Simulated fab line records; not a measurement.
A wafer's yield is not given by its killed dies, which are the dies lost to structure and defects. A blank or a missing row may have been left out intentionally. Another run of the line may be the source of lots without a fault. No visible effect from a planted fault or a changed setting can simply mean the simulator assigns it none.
fab line records	flow n5_finfet
record lots=9	wafers=27	last_day=18
route steps=1938 shown BEOL_M3@1015 BEOL_M4@1024 PASSIVATION@1936
lots that met no fault: from a run of the same line without faults
start_h: hours from the record's first day to the start of the lot's first wafer shown	wait_h: time in hours since the lot's previous step	" repeats the value in the row above	L1.1+2: one row covering several wafers at once	- no value, or no start was given	* or withheld: withheld	< > ~ a bound
route shown NAME@n: names a module that has steps shown in the file, with the first one's number in the route	usual: average and standard deviation across the fault-free wafers	same: alike in all rows	chamber/n: place in a boat	sites: each site's reading	_std_site: the standard deviation of these	_edge_site: inner sites' mean taken away from outer sites' mean	radius_mm: for every site, how far away it sits from the centre of the wafer	mask NAME#n: copy n	behind: tool/chamber where the wafer was last shaped	hold: reason for holding the lot/hours on hold/outcome of the hold	device: the n, p or np transistor that did not switch	end of line: tests of these same wafers at the route's end	where a step has no rows: the recipe by itself	killed: not the wafer's yield, but the dies lost to structure and defects at the first sort	map: a wafer's dies, x killed, . not, _ none there
set.NAME: the setting as run; set.NAME@STEP: as run at that earlier step	model.NAME: the simulator's own value behind a step, which no gauge read
route steps across a sampled set of lots; one table per step, one row per wafer
services: when a tool's chamber went out of use (start_h, in hours from the record's first day, below 0 if earlier), for how many hours, and the reason
## steps
# step N5_BEOL_M3_PRE_CLEAN_60
# recipe gas=NH3/H2	time_s=15	temp_c=*	rf_power_w=300
# usual heater_power_outer_w=29/14	heater_power_w=97/25	rf_fwd_power_W=297.4/1.3
lot.wafer	tool	chamber	start_h	wait_h	heater_power_outer_w	heater_power_w	rf_fwd_power_W	since_wet_clean_h
L976.3	cvd_co-01	2	153.34	0.0	11	64	300.1	454
L976.5	"	1	"	"	33	95	296.3	-
L976.6	"	0	"	"	25	94	298.0	-
L978.1	cvd_co-02	1	158.11	0.0	62	145	298.1	1137
L978.4	"	2	"	"	28	96	297.5	-
L978.5	"	0	"	"	30	111	298.0	-
L979.1	cvd_co-01	2	175.39	0.0	12	66	297.7	476
L979.4	"	2	"	"	11	64	297.3	-
L979.6	"	0	"	"	25	93	297.1	-
L980.1	cvd_co-01	0	177.79	0.0	26	99	297.0	938
L980.5	"	0	"	"	25	96	298.2	-
L980.6	"	2	"	"	11	65	297.6	-
L983.1	cvd_co-02	1	200.51	0.3	61	151	296.7	1179
L983.2	"	2	"	"	28	95	298.5	283
L983.5	"	1	"	"	61	147	297.7	-
L985.2	cvd_co-01	1	206.57	0.0	33	94	296.3	70
L985.4	"	1	"	"	32	94	295.5	-
L985.6	"	0	"	"	24	93	296.7	-
L995.1	cvd_co-01	1	270.11	0.0	33	97	296.8	133
L995.4	"	1	"	"	33	98	296.5	-
L995.6	"	0	"	"	25	94	297.6	-
L994.1	cvd_co-02	2	282.14	0.0	28	96	297.6	364
L994.3	"	0	"	"	31	115	298.1	823
L994.4	"	1	"	"	60	148	296.7	-
L998.1	cvd_co-01	0	302.50	0.0	24	94	297.1	1063
L998.4	"	2	"	"	13	67	297.1	-
L998.5	"	1	"	"	33	96	295.7	-
# step N5_BEOL_M3_PRE_CLEAN_56
# recipe gas=NH3	time_s=15	temp_c=withheld	rf_power_w=300
# usual rf_fwd_power_W=295.4/1.7
lot.wafer	tool	chamber	start_h	wait_h	rf_fwd_power_W	since_wet_clean_h
L976.3	pecvd-02	2	153.47	0.1	294.4	2126
L976.5	"	0	"	"	296.4	-
L976.6	"	2	"	"	295.4	-
L978.1	pecvd-01	2	158.24	0.1	296.0	471
L978.4	"	2	"	"	296.7	-
L978.5	"	1	"	"	296.4	-
L979.1	pecvd-01	0	175.52	0.1	297.2	1242
L979.4	"	0	"	"	295.2	-
L979.6	"	1	"	"	295.2	-
L980.1	pecvd-03	0	177.92	0.1	292.6	882
L980.5	"	1	"	"	297.4	-
L980.6	"	2	"	"	296.8	-
L983.1	pecvd-01	1	200.64	0.1	293.7	1992
L983.2	"	0	"	"	293.4	1267
L983.5	"	1	"	"	294.9	-
L985.2	pecvd-03	0	206.70	0.1	294.2	911
L985.4	"	0	"	"	293.8	-
L985.6	"	2	"	"	297.6	-
L995.1	pecvd-02	2	270.24	0.1	296.5	39
L995.4	"	0	"	"	294.7	-
L995.6	"	2	"	"	295.1	-
L994.1	pecvd-02	1	282.27	0.1	295.4	1530
L994.3	"	0	"	"	295.0	805
L994.4	"	0	"	"	296.3	-
L998.1	pecvd-03	0	302.63	0.1	292.5	1007
L998.4	"	2	"	"	296.6	-
L998.5	"	0	"	"	292.0	-
# step N5_BEOL_M3_RS_MEAS_58
# recipe thk_meas_gauge=four-point-probe	reads=Co_of_BEOL_M3_CO_CAP_55+Cu_of_BEOL_M3_ECD_50+Co_of_BEOL_M3_CVD_47+TaN_of_BEOL_M3_ALD_84
# usual M3_RS=0.66/0.036
lot.wafer	tool	chamber	start_h	wait_h	M3_RS[ohm/sq]
L976.3	film_metro-01	-	153.57	0.1	0.73
L976.5	"	-	"	"	0.69
L976.6	"	-	"	"	0.65
L978.1	film_metro-01	-	158.33	0.0	0.65
L978.4	"	-	"	"	0.62
L978.5	"	-	"	"	0.64
L979.1	film_metro-01	-	175.61	0.0	0.64
L979.4	"	-	"	"	0.59
L979.6	"	-	"	"	0.63
L980.1	film_metro-01	-	178.01	0.0	0.72
L980.5	"	-	"	"	0.69
L980.6	"	-	"	"	0.65
L983.1	film_metro-01	-	200.76	0.1	0.64
L983.2	"	-	"	"	0.66
L983.5	"	-	"	"	0.67
L985.2	film_metro-01	-	206.80	0.1	0.68
L985.4	"	-	"	"	0.65
L985.6	"	-	"	"	0.65
L995.1	film_metro-01	-	270.33	0.0	0.68
L995.4	"	-	"	"	0.65
L995.6	"	-	"	"	0.67
L994.1	film_metro-01	-	282.37	0.0	0.75
L994.3	"	-	"	"	0.70
L994.4	"	-	"	"	0.67
L998.1	film_metro-02	-	302.73	0.0	0.73
L998.4	"	-	"	"	0.66
L998.5	"	-	"	"	0.69
# step N5_BEOL_M3_INSPECT_59
# recipe inspect_instrument=darkfield	mode=post_dep
# usual raw_defect_count=73/22
lot.wafer	tool	chamber	start_h	wait_h	raw_defect_count
L976.3	defect_inspect-02	-	153.59	0.0	57
L976.5	"	-	"	"	55
L976.6	"	-	"	"	61
L978.1	defect_inspect-02	-	158.36	0.0	43
L978.4	"	-	"	"	45
L978.5	"	-	"	"	50
L979.1	defect_inspect-02	-	175.63	0.0	74
L979.4	"	-	"	"	104
L979.6	"	-	"	"	115
L980.1	defect_inspect-01	-	178.04	0.0	62
L980.5	"	-	"	"	75
L980.6	"	-	"	"	71
L983.1	defect_inspect-02	-	200.79	0.0	108
L983.2	"	-	"	"	114
L983.5	"	-	"	"	126
L985.2	defect_inspect-02	-	206.82	0.0	66
L985.4	"	-	"	"	36
L985.6	"	-	"	"	35
L995.1	defect_inspect-02	-	270.36	0.0	517
L995.4	"	-	"	"	442
L995.6	"	-	"	"	416
L994.1	defect_inspect-02	-	282.39	0.0	430
L994.3	"	-	"	"	450
L994.4	"	-	"	"	465
L998.1	defect_inspect-01	-	302.75	0.0	80
L998.4	"	-	"	"	84
L998.5	"	-	"	"	106
# step N5_BEOL_M4_HM_DEP_02
# recipe material=TiN	target_thk_a=200	temp_c=25	chamber_pressure_pa=0.49996
# usual throttle_valve_pct=29.7/1
lot.wafer	tool	chamber	start_h	wait_h	throttle_valve_pct
L976.3	pvd_sputter-02	-	154.32	0.6	28.5
L976.5	"	-	"	"	29.7
L976.6	"	-	"	"	28.5
L978.1	pvd_sputter-03	-	161.99	3.5	31.1
L978.4	"	-	"	"	29.0
L978.5	"	-	"	"	30.0
L979.1	pvd_sputter-01	-	177.05	1.3	29.0
L979.4	"	-	"	"	30.2
L979.6	"	-	"	"	29.4
L980.1	pvd_sputter-02	-	178.90	0.7	31.4
L980.5	"	-	"	"	31.2
L980.6	"	-	"	"	28.5
L983.1	pvd_sputter-03	-	204.11	3.1	30.6
L983.2	"	-	"	"	28.9
L983.5	"	-	"	"	30.8
L985.2	pvd_sputter-03	-	208.43	1.4	30.9
L985.4	"	-	"	"	31.4
L985.6	"	-	"	"	30.9
L995.1	pvd_sputter-01	-	271.16	0.6	30.3
L995.4	"	-	"	"	29.3
L995.6	"	-	"	"	29.5
L994.1	pvd_sputter-02	-	283.68	1.1	31.3
L994.3	"	-	"	"	28.2
L994.4	"	-	"	"	29.7
L998.1	pvd_sputter-02	-	304.48	1.6	31.2
L998.4	"	-	"	"	28.2
L998.5	"	-	"	"	31.0
# step N5_BEOL_M4_INSPECT_13
# recipe mode=adi	inspect_instrument=brightfield
# usual raw_defect_count=410/80
lot.wafer	tool	chamber	start_h	wait_h	raw_defect_count
L976.3	defect_inspect-02	-	154.94	0.0	324
L976.5	"	-	"	"	277
L976.6	"	-	"	"	309
L978.1	defect_inspect-01	-	162.60	0.1	375
L978.4	"	-	"	"	510
L978.5	"	-	"	"	373
L979.1	defect_inspect-02	-	177.53	0.1	323
L979.4	"	-	"	"	394
L979.6	"	-	"	"	583
L980.1	defect_inspect-01	-	179.38	0.1	349
L980.5	"	-	"	"	373
L980.6	"	-	"	"	434
L983.1	defect_inspect-01	-	206.45	0.1	387
L983.2	"	-	"	"	403
L983.5	"	-	"	"	397
L985.2	defect_inspect-01	-	208.91	0.0	367
L985.4	"	-	"	"	286
L985.6	"	-	"	"	389
L995.1	defect_inspect-02	-	271.64	0.1	802
L995.4	"	-	"	"	728
L995.6	"	-	"	"	668
L994.1	defect_inspect-02	-	284.16	0.1	742
L994.3	"	-	"	"	817
L994.4	"	-	"	"	664
L998.1	defect_inspect-01	-	305.09	0.1	376
L998.4	"	-	"	"	342
L998.5	"	-	"	"	438
# step N5_BEOL_M4_RC_MEAS_101
# usual DIBL_N=36.0/2.5	DIBL_P=36.7/3	IOFF_N=0.16/0.043	IOFF_P=0.21/0.049	ION_N=673/15	ION_P=461/9.8	SS_N=71.5/0.83	SS_P=73.4/0.83	VT_N=250/4	VT_P=-251/4
lot.wafer	tool	chamber	start_h	wait_h	DIBL_N[mV/V]	DIBL_P[mV/V]	IOFF_N[nA/um]	IOFF_P[nA/um]	ION_N[uA/um]	ION_P[uA/um]	SS_N[mV/dec]	SS_P[mV/dec]	VT_N[mV]	VT_P[mV]
L976.3	prober-01	0	161.37	0.3	32.1	33.7	0.12	0.18	657	456	70.5	72.6	254	-254
L976.5	"	0	"	"	33.0	33.8	0.14	0.18	671	459	71.7	72.8	254	-254
L976.6	"	0	"	"	31.8	33.3	0.12	0.17	663	459	70.7	72.1	252	-250
L978.1	prober-02	0	180.56	0.0	36.6	37.3	0.18	0.19	697	468	71.9	74.1	248	-254
L978.4	"	0	"	"	38.3	38.7	0.20	0.22	686	459	72.2	74.5	247	-251
L978.5	"	0	"	"	34.3	34.4	0.13	0.16	676	463	70.9	73.0	254	-255
L979.1	prober-02	0	185.75	0.0	40.0	40.1	0.22	0.28	691	467	72.0	73.9	243	-243
L979.4	"	0	"	"	35.5	35.4	0.14	0.20	664	455	71.4	73.4	251	-251
L979.6	"	0	"	"	40.0	41.3	0.24	0.32	700	482	72.0	73.7	242	-243
L980.1	prober-01	0	186.86	0.0	29.9	30.0	0.09	0.13	677	470	69.7	71.6	256	-257
L980.5	"	0	"	"	35.4	36.9	0.16	0.22	671	467	71.6	72.5	245	-249
L980.6	"	0	"	"	32.0	32.9	0.11	0.17	675	475	71.5	71.8	254	-250
L983.1	prober-02	0	212.67	0.0	30.3	32.5	0.10	0.14	645	441	71.2	71.8	256	-257
L983.2	"	0	"	"	31.6	34.5	0.12	0.16	651	453	70.9	72.6	252	-254
L983.5	"	0	"	"	36.3	39.7	0.23	0.26	681	464	73.6	73.7	244	-246
L985.2	prober-01	0	218.24	0.2	39.2	43.4	0.28	0.32	689	470	72.0	75.1	242	-244
L985.4	"	0	"	"	35.1	35.1	0.17	0.18	666	456	71.2	73.2	249	-254
L985.6	"	0	"	"	33.3	35.7	0.13	0.17	677	463	69.9	72.6	251	-254
L995.1	prober-02	0	288.27	0.0	33.7	35.3	0.12	0.17	674	458	71.4	72.8	255	-256
L995.4	"	0	"	"	35.5	37.1	0.15	0.19	679	461	71.3	73.7	250	-253
L995.6	"	0	"	"	37.5	38.7	0.17	0.20	666	445	72.2	74.1	253	-252
L994.1	prober-02	0	296.13	0.0	34.8	37.1	0.16	0.19	679	462	71.5	73.4	248	-252
L994.3	"	0	"	"	31.6	33.3	0.11	0.14	664	454	70.2	72.8	258	-256
L994.4	"	0	"	"	27.6	28.4	0.07	0.11	649	455	69.4	71.7	258	-257
L998.1	prober-01	0	319.88	0.0	36.6	39.2	0.19	0.24	694	479	70.8	73.8	242	-249
L998.4	"	0	"	"	35.8	38.0	0.16	0.21	684	469	71.7	73.5	248	-251
L998.5	"	0	"	"	35.0	36.9	0.14	0.20	669	461	71.0	73.1	252	-250
# step N5_PASSIVATION_PROBE_49
# usual defect_limited_yield=91.1/1.5	killed_at_M0_to_M3=37/11	killed_at_M4_up=13/5.6	killed_at_contacts=12/5.6	killed_at_front_end=39/11	killed_at_other=4/3.1	killed_dies=105/18	killed_open=69/13	killed_short=35/7.4	sort_bin_4_leakage=0.00/0.022	sort_bin_5_function=5.1/0.92	sort_bin_6_memory=3.4/0.76	sort_bin_8_speed=0.02/0.11	sort_n_pass=1075/18	sort_yield_pct=91.1/1.5
# same gross_dies=1180	killed_at_back_side=0
lot.wafer	tool	chamber	start_h	wait_h	defect_limited_yield[%]	killed_at_M0_to_M3	killed_at_M4_up	killed_at_contacts	killed_at_front_end	killed_at_other	killed_dies	killed_open	killed_short	sort_bin_4_leakage[%]	sort_bin_5_function[%]	sort_bin_6_memory[%]	sort_bin_8_speed[%]	sort_n_pass	sort_yield_pct[%]
L983.1	prober-02	-	310.29	0.0	93.0	24	10	15	31	3	83	60	22	0	4.5	2.4	0.34	1093	92.6
L983.2	prober-02	-	310.34	0.1	91.9	26	16	19	33	1	95	62	33	0	5.0	2.5	0	1085	91.9
L983.5	prober-02	-	310.49	0.2	91.8	29	14	14	39	1	97	64	33	0	4.8	3.1	0	1083	91.8
L995.1	prober-02	-	391.82	0.0	79.7	167	7	11	48	6	239	95	40	0	13.3	5.4	0	941	79.7
L995.4	prober-02	-	391.97	0.2	81.9	124	21	14	49	5	213	90	43	0	11.3	4.7	0	967	81.9
L995.6	prober-02	-	392.07	0.3	82.3	145	21	7	36	0	209	67	36	0	10.8	4.5	0	971	82.3
L994.1	prober-02	-	410.03	0.0	83.5	137	9	12	33	4	195	50	30	0	11.4	3.4	0	985	83.5
L994.3	prober-02	-	410.13	0.1	84.1	114	18	19	36	1	188	64	38	0	9.3	4.8	0	992	84.1
L994.4	prober-02	-	410.18	0.2	86.4	98	13	8	39	2	160	56	24	0	8.6	3.6	0	1020	86.4
# killed by level:class
L983.1 MOL_CONTACT_COAG:geometric_particle:open=11 STI_FIN_REVEAL:geometric_particle:open=10 BEOL_M0_SAQP:geometric_particle:short=7 BEOL_M0_SAQP:geometric_particle:open=7 BEOL_M4:geometric_particle:open=7 FIN_SAQP:geometric_particle:open=5 BEOL_M2:geometric_particle:open=5 FIN_SAQP:geometric_particle:short=4
L983.2 MOL_CONTACT_COAG:geometric_particle:open=11 MOL_CONTACT_COAG:geometric_particle:short=8 BEOL_M4:geometric_particle:open=8 STI_FIN_REVEAL:geometric_particle:open=7 DUMMY_GATE:geometric_particle:open=7 FIN_SAQP:geometric_particle:open=6 BEOL_M3:geometric_particle:open=6 BEOL_M1:geometric_particle:open=5
L983.5 STI_FIN_REVEAL:geometric_particle:open=14 FIN_SAQP:geometric_particle:short=9 MOL_CONTACT_COAG:geometric_particle:open=9 BEOL_M3:geometric_particle:open=8 DUMMY_GATE:geometric_particle:open=5 MOL_CONTACT_COAG:geometric_particle:short=5 BEOL_M0_SAQP:geometric_particle:short=5 BEOL_M0_SAQP:geometric_particle:open=4
L995.1 BEOL_M3:unspecified=104 STI_FIN_REVEAL:geometric_particle:open=20 BEOL_M1:geometric_particle:open=16 BEOL_M0_SAQP:geometric_particle:short=11 BEOL_M0_SAQP:geometric_particle:open=10 BEOL_M2:geometric_particle:open=9 FIN_SAQP:geometric_particle:open=8 DUMMY_GATE:geometric_particle:open=8
L995.4 BEOL_M3:unspecified=78 FIN_SAQP:geometric_particle:open=16 BEOL_M0_SAQP:geometric_particle:open=13 BEOL_M0_SAQP:geometric_particle:short=12 MOL_CONTACT_COAG:geometric_particle:open=12 DUMMY_GATE:geometric_particle:open=11 BEOL_M4:geometric_particle:open=10 FIN_SAQP:geometric_particle:short=7
L995.6 BEOL_M3:unspecified=106 BEOL_M2:geometric_particle:short=9 BEOL_M4:geometric_particle:open=9 BEOL_M1:geometric_particle:open=8 STI_FIN_REVEAL:geometric_particle:open=7 BEOL_M0_SAQP:geometric_particle:open=7 FIN_SAQP:geometric_particle:open=6 GATE_CUT:geometric_particle:short=6
L994.1 BEOL_M3:unspecified=113 MOL_CONTACT_COAG:geometric_particle:open=11 FIN_SAQP:geometric_particle:open=8 STI_FIN_REVEAL:geometric_particle:open=7 GATE_CUT:geometric_particle:short=7 BEOL_M1:geometric_particle:open=5 BEOL_M2:geometric_particle:short=4 BEOL_M3:geometric_particle:open=3
L994.3 BEOL_M3:unspecified=83 MOL_CONTACT_COAG:geometric_particle:open=16 FIN_SAQP:geometric_particle:open=8 FIN_SAQP:geometric_particle:short=8 BEOL_M3:geometric_particle:open=7 BEOL_M0_SAQP:geometric_particle:open=5 BEOL_M2:geometric_particle:short=4 BEOL_M3:geometric_particle:short=4
L994.4 BEOL_M3:unspecified=79 GATE_CUT:geometric_particle:open=9 MOL_CONTACT_COAG:geometric_particle:open=8 FIN_SAQP:geometric_particle:open=7 BEOL_M3:geometric_particle:open=6 GATE_CUT:geometric_particle:short=6 BEOL_M4:geometric_particle:open=6 FIN_SAQP:geometric_particle:short=5
## services
tool	chamber	start_h	hours	kind
cvd_co-02	-	140.44	0.7	repair
pecvd-02	-	183.88	14.6	pm
pecvd-01	2	185.92	28.9	repair
pecvd-02	2	202.38	-	clean
pecvd-02	2	202.38	-	consumable_replace:showerhead
pecvd-02	2	202.38	29.0	scheduled_down
pecvd-02	2	202.38	29.0	vent_cycle
pecvd-02	2	242.56	2.1	scheduled_down
cvd_co-01	0	244.46	12.5	repair
cvd_co-02	-	244.92	1.4	repair
pecvd-02	-	271.91	2.8	pm
pecvd-03	-	275.45	6.0	pm
pecvd-01	1	276.15	2.1	scheduled_down
pecvd-01	-	283.28	4.3	pm
## key
first_sign step=N5_BEOL_M3_INSPECT_59	reading=raw_defect_count	direction=up	sigmas=17	usual=73	struck=453
effect step=N5_BEOL_M4_INSPECT_13	reading=raw_defect_count	direction=up	sigmas=4.1	usual=410	struck=737
effect step=N5_PASSIVATION_PROBE_49	reading=killed_at_M0_to_M3	direction=up	sigmas=8.6	usual=37	struck=131
more_kills_born_at N5_BEOL_M3_PRE_CLEAN_56@pecvd-02=563
met_at N5_BEOL_M3_PRE_CLEAN_56
struck_lots L994,L995
not_acting_at N5_BEOL_M3_PRE_CLEAN_60,N5_BEOL_M3_RS_MEAS_58,N5_BEOL_M4_HM_DEP_02
onset_between 153.47 270.24
fault kind=chamber_particle_source	tool=pecvd-02	chamber=-	onset_h=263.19	steps=N5_BEOL_M3_PRE_CLEAN_56	rate_per_visit_cm2=0.59164	end_h=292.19
